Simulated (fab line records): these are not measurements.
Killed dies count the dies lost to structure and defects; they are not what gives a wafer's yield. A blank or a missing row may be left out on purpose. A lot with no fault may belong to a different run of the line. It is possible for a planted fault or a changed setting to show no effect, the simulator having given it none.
Split-lot study / flow n5 finfet / 21 wafers read across 7 lots, on a route 1938 steps long

THE SPLIT
At N5_BEOL_M13_COAT_58 (time 60 s, resist thk 89 nm), the setting spin rpm was moved away from the recipe's 1500 rpm on 8 of the 21 wafers read, by -8.5% to +3.7%. The other wafers ran this setting at the recipe's value.

FROM THE SPLIT TO THE READING: what the file shows between them, 4 steps
- N5_BEOL_M13_COAT_04: resist thk 400 nm (also split here: spin rpm)
- N5_BEOL_M13_EBR_06
- N5_BEOL_M13_SOFTBAKE_05: time 60 s
- N5_BEOL_M13_DESCUM_15: chemistry O2, time 7.9 s

THE READING
etch.depth nm (the simulator's own value, which no gauge read), in nm, at N5_BEOL_M13_ETCH_59 (etches BARC in N2/H2, target depth 89 nm, overetch 26.7 nm, time 67.9 s). The file does not state a usual value for it. Across the 13 wafers here that went through the recipe, the average is 89.11 nm and the standard deviation 0.19 nm.

wafer=L075.3; tool, chamber at the split=litho track-03, 0; spin rpm as run, rpm=1500; against the recipe=recipe; etch.depth nm, nm=89.29; against lot-mates on the recipe=-
wafer=L075.4; tool, chamber at the split=litho track-03, 0; spin rpm as run, rpm=1500; against the recipe=recipe; etch.depth nm, nm=89.16; against lot-mates on the recipe=-
wafer=L075.5; tool, chamber at the split=litho track-03, 0; spin rpm as run, rpm=1500; against the recipe=recipe; etch.depth nm, nm=89.36; against lot-mates on the recipe=-
wafer=L077.2; tool, chamber at the split=litho track-05, 0; spin rpm as run, rpm=1500; against the recipe=recipe; etch.depth nm, nm=89.1; against lot-mates on the recipe=-
wafer=L077.3; tool, chamber at the split=litho track-05, 0; spin rpm as run, rpm=1500; against the recipe=recipe; etch.depth nm, nm=89.2; against lot-mates on the recipe=-
wafer=L077.5; tool, chamber at the split=litho track-05, 0; spin rpm as run, rpm=1500; against the recipe=recipe; etch.depth nm, nm=89.35; against lot-mates on the recipe=-
wafer=L081.1; tool, chamber at the split=litho track-05, 0; spin rpm as run, rpm=1555; against the recipe=+3.7%; etch.depth nm, nm=87.64; against lot-mates on the recipe=-1.60
wafer=L081.2; tool, chamber at the split=litho track-05, 0; spin rpm as run, rpm=1500; against the recipe=recipe; etch.depth nm, nm=89.24; against lot-mates on the recipe=-
wafer=L081.3; tool, chamber at the split=litho track-05, 0; spin rpm as run, rpm=1555; against the recipe=+3.7%; etch.depth nm, nm=87.7; against lot-mates on the recipe=-1.54
wafer=L084.4; tool, chamber at the split=litho track-01, 0; spin rpm as run, rpm=1500; against the recipe=recipe; etch.depth nm, nm=89.1; against lot-mates on the recipe=-
wafer=L084.5; tool, chamber at the split=litho track-01, 0; spin rpm as run, rpm=1373; against the recipe=-8.5%; etch.depth nm, nm=92.98; against lot-mates on the recipe=+4.08
wafer=L084.6; tool, chamber at the split=litho track-01, 0; spin rpm as run, rpm=1500; against the recipe=recipe; etch.depth nm, nm=88.7; against lot-mates on the recipe=-
wafer=L082.1; tool, chamber at the split=litho track-03, 0; spin rpm as run, rpm=1500; against the recipe=recipe; etch.depth nm, nm=89.06; against lot-mates on the recipe=-
wafer=L082.4; tool, chamber at the split=litho track-03, 0; spin rpm as run, rpm=1455; against the recipe=-3.0%; etch.depth nm, nm=90.25; against lot-mates on the recipe=+1.19
wafer=L082.5; tool, chamber at the split=litho track-03, 0; spin rpm as run, rpm=1455; against the recipe=-3.0%; etch.depth nm, nm=90.69; against lot-mates on the recipe=+1.63
wafer=L093.2; tool, chamber at the split=litho track-01, 0; spin rpm as run, rpm=1427; against the recipe=-4.9%; etch.depth nm, nm=91.07; against lot-mates on the recipe=no lot-mate on the recipe
wafer=L093.4; tool, chamber at the split=litho track-01, 0; spin rpm as run, rpm=1427; against the recipe=-4.9%; etch.depth nm, nm=91.06; against lot-mates on the recipe=no lot-mate on the recipe
wafer=L093.5; tool, chamber at the split=litho track-01, 0; spin rpm as run, rpm=1427; against the recipe=-4.9%; etch.depth nm, nm=91.09; against lot-mates on the recipe=no lot-mate on the recipe
wafer=L090.1; tool, chamber at the split=litho track-01, 0; spin rpm as run, rpm=1500; against the recipe=recipe; etch.depth nm, nm=89.16; against lot-mates on the recipe=-
wafer=L090.3; tool, chamber at the split=litho track-01, 0; spin rpm as run, rpm=1500; against the recipe=recipe; etch.depth nm, nm=88.85; against lot-mates on the recipe=-
wafer=L090.4; tool, chamber at the split=litho track-01, 0; spin rpm as run, rpm=1500; against the recipe=recipe; etch.depth nm, nm=88.91; against lot-mates on the recipe=-

THE FIT
A straight line over all 21 wafers: etch.depth nm changes by -0.425 nm for each +1% of spin rpm; r = -0.99; the points scatter about the line by 0.19 nm.
The same after taking each lot's own level away (the mean of its wafers on the recipe; 18 wafers): -0.466 nm for each +1%; r = -0.99; scatter 0.14 nm.
That fit puts the effect of the largest move of spin rpm on the reading at 3.9 nm.
Across the lots, their own levels run from 88.900 to 89.270 nm, a range of 2.0 times the standard deviation given above.
So the lot-to-lot level changes the slope little: the two slopes agree.
Check: with one of the wafers moved furthest among these (-8.5%) left out of the fit, the line predicts +3.79 nm for it against its lot-mates. It came out at +4.08 nm against them.

FURTHER SPLITS ON THESE WAFERS
These wafers also went through other splits before the reading. Each is held against what the fit with the lots' levels taken away leaves over:
other split on the same wafers=N5_BEOL_M8_DEVELOP_10 develop time s; wafers away from the commonest value=8; r with etch.depth nm (lot level and that fit taken away)=+0.15
other split on the same wafers=N5_BEOL_M9_DESCUM_16 time s; wafers away from the commonest value=9; r with etch.depth nm (lot level and that fit taken away)=+0.04
other split on the same wafers=N5_BEOL_M9_ETCH_62 source w; wafers away from the commonest value=8; r with etch.depth nm (lot level and that fit taken away)=+0.34
other split on the same wafers=N5_BEOL_M11_EXPOSE_25 dose mj; wafers away from the commonest value=5; r with etch.depth nm (lot level and that fit taken away)=+0.02
other split on the same wafers=N5_BEOL_M13_COAT_04 spin rpm; wafers away from the commonest value=7; r with etch.depth nm (lot level and that fit taken away)=+0.45

THE WHOLE CHAIN: every reading that the file lists as answering this split, in the file's order
step=N5_BEOL_M13_COAT_58; what it does=time 60 s, resist thk 89 nm; reading=BARC_of_BEOL_M13_COAT_58.thk nm (the simulator's own value, which no gauge read); change (the file's fit)=-0.485 nm for each +1% of the setting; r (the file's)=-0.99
step=N5_BEOL_M13_ETCH_59; what it does=etches BARC in N2/H2, target depth 89 nm, overetch 26.7 nm, time 67.9 s; reading=etch.depth nm (the simulator's own value, which no gauge read); change (the file's fit)=-0.473 nm for each +1% of the setting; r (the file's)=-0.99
step=N5_BEOL_M13_STRIP_64; what it does=strips in N2/H2; reading=strip time to endpoint s; change (the file's fit)=withheld for each +1% of the setting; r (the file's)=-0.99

THE FILE'S OWN FIT
etch.depth nm changes by -0.473 nm for each +1% of spin rpm, r = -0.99.
